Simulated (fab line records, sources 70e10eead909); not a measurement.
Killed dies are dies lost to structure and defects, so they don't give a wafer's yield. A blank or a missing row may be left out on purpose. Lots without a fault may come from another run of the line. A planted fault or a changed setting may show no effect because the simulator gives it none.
fab line records | flow nand_harc
record lots=12 wafers=36 last_day=27
route steps=1159 shown P_GATE@204 P_CONTACT@218 END@1159
lots that met no fault: from a run of the same line without faults
start_h: hours from the record's first day to the start of the lot's first wafer shown | wait_h: hours since the lot's step before | " the same as in the row above | L1.1+2: a row that stands for several wafers | - no value, or no start given | * or withheld: withheld | < > ~ a bound
route shown NAME@n: a module of which the file shows steps, and the number in the route of the first | usual: mean/standard deviation of fault-free wafers | same: alike in all rows | chamber/n: place in a boat | sites: the reading at each site | _std_site: their standard deviation | _edge_site: outer sites' mean less inner sites' | radius_mm: how far each site lies from the wafer's centre | mask NAME#n: copy n | behind: the tool/chamber that last shaped the wafer | hold: why the lot was held/for how many hours/how that ended | device: the transistor (n, p or np) that didn't switch | end of line: the same wafers' tests at the end of the route | a step without rows: its recipe alone | killed: dies lost to structure and defects at the first sort, not the wafer's yield | map: a wafer's dies, x killed, . not, _ none there
set.NAME: the setting as run; set.NAME@STEP: as run at that earlier step | model.NAME: the simulator's own value behind a step, which no gauge read
steps of the route over a sample of lots; a table a step, a row a wafer
services: from which hour (start_h, from the record's first day; less than 0 if before it) a tool's chamber was out of use, for how many hours, and why
## steps
# step NHARC_P_GATE_STRIP_113
# recipe power_w=1500 temp_c=110 time_s=740 chemistry=N2/H2
# usual drypump_motor_current_A=5.8/0.45 heater_power_w=93/7
# columns lot.wafer tool chamber start_h wait_h drypump_motor_current_A heater_power_w rf_hours_counter_h
L484.1 plasma_asher-01 0 94.45 0.2 5.7 84 54
L484.5 " 0 " " 5.7 86 -
L484.6 " 1 " " 5.6 88 -
L485.2 plasma_asher-01 1 113.84 0.3 5.7 86 2
L485.3 " 0 " " 5.7 87 -
L485.6 " 1 " " 5.7 86 -
L486.1 plasma_asher-02 1 113.88 0.2 6.5 99 35
L486.3 " 1 " " 6.5 99 -
L486.4 " 0 " " 5.2 99 -
L487.1 plasma_asher-01 1 122.29 0.3 5.6 86 5
L487.4 " 0 " " 5.7 86 -
L487.6 " 0 " " 5.7 85 -
L488.1 plasma_asher-02 1 128.30 0.3 6.5 98 40
L488.4 " 1 " " 6.5 97 -
L488.5 " 0 " " 5.2 100 -
L489.4 plasma_asher-01 0 136.82 0.5 5.7 86 -
L489.6 " 1 " " 5.7 84 -
L489.5 " 0 " " 5.8 86 -
L490.2 plasma_asher-02 1 146.05 0.2 6.6 100 45
L490.1 " 0 " " 5.2 102 45
L490.4 " 1 " " 6.5 96 -
L492.2 plasma_asher-02 0 147.58 0.2 5.2 104 47
L492.4 " 0 " " 5.2 103 -
L492.6 " 1 " " 6.5 95 -
L498.2 plasma_asher-01 0 186.53 0.6 5.7 85 25
L498.5 " 0 " " 5.7 86 -
L498.6 " 1 " " 5.6 86 -
L501.1 plasma_asher-02 0 208.16 0.2 5.2 104 6
L501.3 " 0 " " 5.2 105 -
L501.4 " 1 " " 6.5 99 -
L503.2 plasma_asher-02 1 226.36 0.2 6.5 96 12
L503.1 " 0 " " 5.2 104 12
L503.5 " 0 " " 5.2 102 -
L505.1 plasma_asher-02 1 233.76 0.2 6.5 99 16
L505.2 " 0 " " 5.2 101 16
L505.6 " 1 " " 6.5 96 -
# step NHARC_P_GATE_RTA_80
# recipe temp_c=300 time_s=30
# usual anneal_temp_c_max=301.4/0.32 wafer_temp_C_max=301.7/0.54
# columns lot.wafer tool chamber start_h wait_h anneal_temp_c_max wafer_temp_C_max
L484.1 rtp_anneal-01 0 96.33 - 302.0 301.2
L484.5 " 0 " " 301.6 301.8
L484.6 " 0 " " 301.5 301.6
L485.2 rtp_anneal-02 0 115.65 - 301.1 301.9
L485.3 " 0 " " 301.5 301.8
L485.6 " 0 " " 301.2 302.0
L486.1 rtp_anneal-02 0 115.96 - 301.3 302.1
L486.3 " 0 " " 301.4 301.9
L486.4 " 0 " " 301.6 302.5
L487.1 rtp_anneal-01 0 124.06 - 301.7 301.1
L487.4 " 0 " " 301.8 301.2
L487.6 " 0 " " 300.8 301.1
L488.1 rtp_anneal-01 0 130.12 - 301.2 301.7
L488.4 " 0 " " 302.1 301.4
L488.5 " 0 " " 301.7 302.1
L489.4 rtp_anneal-02 0 138.43 - 301.3 302.2
L489.5 " 0 " " 301.9 302.1
L489.6 " 0 " " 301.0 302.9
L490.1 rtp_anneal-01 0 147.96 - 301.3 301.4
L490.2 " 0 " " 302.1 300.9
L490.4 " 0 " " 301.4 301.0
L492.2 rtp_anneal-02 0 149.52 - 301.3 301.7
L492.4 " 0 " " 301.1 302.1
L492.6 " 0 " " 301.4 302.3
L498.2 rtp_anneal-02 0 188.43 - 301.2 302.0
L498.5 " 0 " " 301.0 302.7
L498.6 " 0 " " 301.0 302.0
L501.1 rtp_anneal-01 0 210.05 - 301.2 301.0
L501.3 " 0 " " 301.3 301.1
L501.4 " 0 " " 301.5 301.2
L503.1 rtp_anneal-02 0 228.28 - 300.9 302.6
L503.2 " 0 " " 301.0 302.4
L503.5 " 0 " " 301.3 302.2
L505.1 rtp_anneal-01 0 235.95 - 301.6 301.5
L505.2 " 0 " " 301.8 301.5
L505.6 " 0 " " 301.7 301.1
# step NHARC_P_CONTACT_DEP_00
# recipe target_thk_a=5000 temp_c=400 pressure_torr=6.5 rf_w=900 teos_flow_sccm=161.4 flow_sccm=2650 target_thk_nm=500 gas=O2 material=SiO2
# usual heater_power_outer_w=311/39 heater_power_w=563/60 throttle_valve_pct=16.1/0.43
# columns lot.wafer tool chamber start_h wait_h heater_power_outer_w heater_power_w throttle_valve_pct
L484.1 pecvd-02 2 - - 266 517 15.9
L484.6 " 2 " " 298 535 15.9
L484.5 " 0 " " 344 642 17.1
L485.2 pecvd-02 2 - - 321 584 16.1
L485.3 " 0 " " 329 621 16.8
L485.6 " 0 " " 343 630 17.0
L486.1 pecvd-01 0 - - 316 592 15.5
L486.3 " 1 " " 375 611 15.8
L486.4 " 1 " " 277 471 15.7
L487.1 pecvd-01 1 - - 391 603 15.8
L487.6 " 0 " " 320 605 15.5
L487.4 " 1 " " 264 451 15.8
L488.1 pecvd-02 1 - - 340 574 16.4
L488.4 " 1 " " 349 598 16.4
L488.5 " 2 " " 370 638 16.0
L489.4 pecvd-03 0 - - 297 492 16.1
L489.6 " 1 " " 268 495 15.8
L489.5 " 2 " " 378 635 15.6
L490.1 pecvd-01 2 - - 285 563 15.7
L490.2 " 0 " " 327 601 16.0
L490.4 " 0 " " 334 628 15.8
L492.2 pecvd-01 0 - - 363 656 15.8
L492.4 " 0 " " 255 522 16.0
L492.6 " 2 " " 334 634 16.0
L498.2 pecvd-01 2 - - 234 495 16.3
L498.6 " 0 " " 290 569 15.8
L498.5 " 1 " " 380 618 15.8
L501.3 pecvd-03 2 - - 287 562 15.7
L501.1 " 0 " " 305 484 16.0
L501.4 " 1 " " 285 513 16.1
L503.1 pecvd-03 1 - - 253 500 16.0
L503.2 " 2 " " 331 631 16.2
L503.5 " 1 " " 276 502 16.2
L505.2 pecvd-02 1 - - 383 616 17.1
L505.1 " 2 " " 342 601 15.8
L505.6 " 2 " " 238 441 16.3
# step NHARC_P_CONTACT_ALD_22
# recipe target_thk_a=30 pulse_time_s=1 ald_cycles=150 temp_c=450 material=TiN
# usual ald_cycles=150/0 heater_power_outer_w=687/98 heater_power_w=1102/150 precursor_pulse_height_rel=0.997/0.02
# same pulse_time_s=1
# columns lot.wafer tool chamber start_h wait_h ald_cycles heater_power_outer_w heater_power_w precursor_pulse_height_rel
L484.1 ald_metal-03 1 100.67 - 150 714 1238 0.993
L484.6 " 1 " " 150 704 1215 0.969
L484.5 " 2 " " 150 635 1026 0.973
L485.3 ald_metal-03 2 120.01 - 150 622 1008 0.982
L485.2 " 1 " " 150 731 1239 0.980
L485.6 " 2 " " 150 635 1042 0.991
L486.3 ald_metal-01 3 120.87 - 150 740 1179 1.012
L486.4 " 0 " " 150 721 1171 1.016
L486.1 " 2 " " 150 877 1316 0.985
L487.4 ald_metal-01 2 128.43 - 150 872 1307 0.975
L487.1 " 1 " " 150 568 943 0.975
L487.6 " 2 " " 150 882 1357 1.014
L488.1 ald_metal-04 3 134.40 - 150 605 1028 0.989
L488.4 " 3 " " 150 637 1002 0.987
L488.5 " 1 " " 150 752 1187 0.973
L489.4 ald_metal-03 2 142.70 - 150 604 1018 1.016
L489.5 " 2 " " 150 625 1018 0.976
L489.6 " 3 " " 150 576 1006 1.014
L490.1 ald_metal-01 2 152.30 - 150 868 1338 1.010
L490.2 " 3 " " 150 727 1158 0.965
L490.4 " 0 " " 150 734 1165 0.996
L492.2 ald_metal-04 2 153.95 - 150 830 1295 1.031
L492.6 " 3 " " 150 653 1010 0.982
L492.4 " 2 " " 150 812 1261 1.001
L498.2 ald_metal-01 3 192.92 - 150 723 1165 0.950
L498.5 " 0 " " 150 724 1179 0.973
L498.6 " 1 " " 70 590 934 0.998
L501.3 ald_metal-01 2 214.60 - 150 868 1335 0.997
L501.1 " 1 " " 70 601 931 0.995
L501.4 " 2 " " 70 860 1326 0.996
L503.2 ald_metal-03 2 232.76 - 150 657 1015 0.995
L503.1 " 3 " " 150 549 972 1.012
L503.5 " 1 " " 150 717 1282 0.963
L505.2 ald_metal-04 3 240.11 - 150 667 1026 0.993
L505.1 " 1 " " 150 744 1195 1.013
L505.6 " 2 " " 150 777 1230 0.999
# step NHARC_END_SORT_01
# recipe temp_c=25
# usual killed_at_array=28/11 killed_at_other=0.9/1.2 killed_at_periphery=2.6/2.1 killed_dies=31/11 killed_open=3.1/1.7 killed_short=1.9/1.3
# same gross_dies=677
# columns lot.wafer tool chamber start_h wait_h killed_at_array killed_at_other killed_at_periphery killed_dies killed_open killed_short
L498.2 prober-02 0 557.66 2.8 33 1 1 35 1 5
L498.5 prober-02 0 560.05 3.7 32 2 0 34 6 2
L498.6 prober-02 0 560.85 4.0 36 0 641 677 2 2
L501.1 prober-02 0 606.09 2.4 38 0 639 677 3 3
L501.3 prober-02 0 607.69 3.1 41 0 1 42 0 2
L501.4 prober-02 0 608.49 3.4 38 0 639 677 4 1
# killed by level:class
L498.2 A_CHANNEL_HOLE_D1:chamber_film_flake=18 A_CONTACT:chamber_film_flake=7 A_WL_FILL:geometric_particle:short=3 A_STAIRCASE:chamber_film_flake=2 A_ONON_D1:geometric_particle:open=1 A_M0:geometric_particle:short=1 P_ZERO_WELL:chamber_film_flake=1 STARTING-WAFER:geometric_particle:short=1
L498.5 A_CHANNEL_HOLE_D1:chamber_film_flake=17 A_CONTACT:chamber_film_flake=5 A_CONTACT:geometric_particle:open=3 A_WL_FILL:geometric_particle:short=2 A_STAIRCASE:chamber_film_flake=2 A_SOURCE_PLATE:geometric_particle:open=1 A_CHANNEL_FILL_D1:geometric_particle:open=1 STARTING-WAFER:geometric_particle:open=1
L498.6 P_CONTACT:area_ald=639 A_CHANNEL_HOLE_D1:chamber_film_flake=24 A_CONTACT:chamber_film_flake=7 P_CONTACT:geometric_particle:short=1 A_ONON_D1:geometric_particle:open=1 A_CHANNEL_FILL_D1:geometric_particle:open=1 A_CHANNEL_FILL_D1:geometric_particle:short=1 P_ZERO_WELL:chamber_film_flake=1
L501.1 P_CONTACT:area_ald=635 A_CHANNEL_HOLE_D1:chamber_film_flake=18 A_SLIT:chamber_film_flake=11 A_CONTACT:chamber_film_flake=4 P_M2:chamber_film_flake=2 P_CONTACT:geometric_particle:short=1 P_M0:geometric_particle:open=1 A_SOURCE_PLATE:geometric_particle:short=1
L501.3 A_CHANNEL_HOLE_D1:chamber_film_flake=22 A_SLIT:chamber_film_flake=12 A_CONTACT:chamber_film_flake=3 A_STAIRCASE:chamber_film_flake=2 A_SOURCE_PLATE:geometric_particle:short=1 A_CHANNEL_FILL_D1:geometric_particle:short=1 P_ZERO_WELL:chamber_film_flake=1
L501.4 P_CONTACT:area_ald=637 A_CHANNEL_HOLE_D1:chamber_film_flake=19 A_SLIT:chamber_film_flake=9 A_CONTACT:chamber_film_flake=3 A_STAIRCASE:chamber_film_flake=2 P_M0:geometric_particle:open=1 A_ONON_D1:geometric_particle:open=1 A_SGD_CUT:geometric_particle:open=1
## services
# columns tool chamber start_h hours kind
ald_metal-01 - 76.46 0.5 repair
pecvd-02 0 77.98 4.8 repair
ald_metal-03 3 79.34 4.2 repair
plasma_asher-01 - 99.00 9.0 pm
plasma_asher-01 0 99.00 9.0 vent_cycle
plasma_asher-01 1 99.00 9.0 vent_cycle
ald_metal-01 - 102.00 10.0 pm
ald_metal-04 0 104.78 74.3 repair
plasma_asher-02 - 107.91 1.4 repair
pecvd-03 - 111.00 13.0 pm
ald_metal-01 3 122.00 2.1 repair
ald_metal-03 - 144.00 10.0 pm
pecvd-02 - 153.00 13.0 pm
plasma_asher-02 - 183.12 9.0 pm
plasma_asher-02 0 183.12 9.0 vent_cycle
plasma_asher-02 1 183.12 9.0 vent_cycle
pecvd-02 - 188.01 1.8 repair
plasma_asher-02 0 192.12 - clean
plasma_asher-02 1 192.12 - clean
ald_metal-01 - 197.06 0.4 repair
pecvd-02 - 204.43 2.0 repair
ald_metal-01 3 205.45 14.1 repair
ald_metal-04 - 228.00 10.0 pm
pecvd-01 - 237.53 13.0 pm
## key
first_sign step=NHARC_P_CONTACT_ALD_22 reading=ald_cycles direction=down sigmas=99+ usual=150 struck=70
effect step=NHARC_END_SORT_01 reading=killed_at_periphery direction=up sigmas=99+ usual=2.6 struck=639.7
more_kills_born_at NHARC_P_CONTACT_ALD_22@ald_metal-01=1911
met_at NHARC_P_CONTACT_ALD_22
struck_lots L498,L501
struck_wafers L498.6,L501.1,L501.4
later_rows_left_out L498.6,L501.1,L501.4
tester_left_out L498,L501
not_acting_at NHARC_P_GATE_STRIP_113,NHARC_P_GATE_RTA_80,NHARC_P_CONTACT_DEP_00
onset_between 152.30 192.92
fault kind=process_parameter_drift tool=ald_metal-01 chamber=- onset_h=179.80 steps=NHARC_P_CONTACT_ALD_22 channel=ald_cycles offset=-80 shape=step end_h=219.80 scope=struck_wafers_only acts_in=these_recipes_only stated=150
# tester_left_out: of these lots the tester's yield and bins aren't shown, on N5 and GAA mostly nor the transistor test; their killed dies are dies lost to structure and defects alone, not to doping, threshold or leakage, so they don't give the yield
# later_rows_left_out: the simulator's readings of these wafers behind a module that went badly wrong aren't trusted and aren't shown, but for the sort
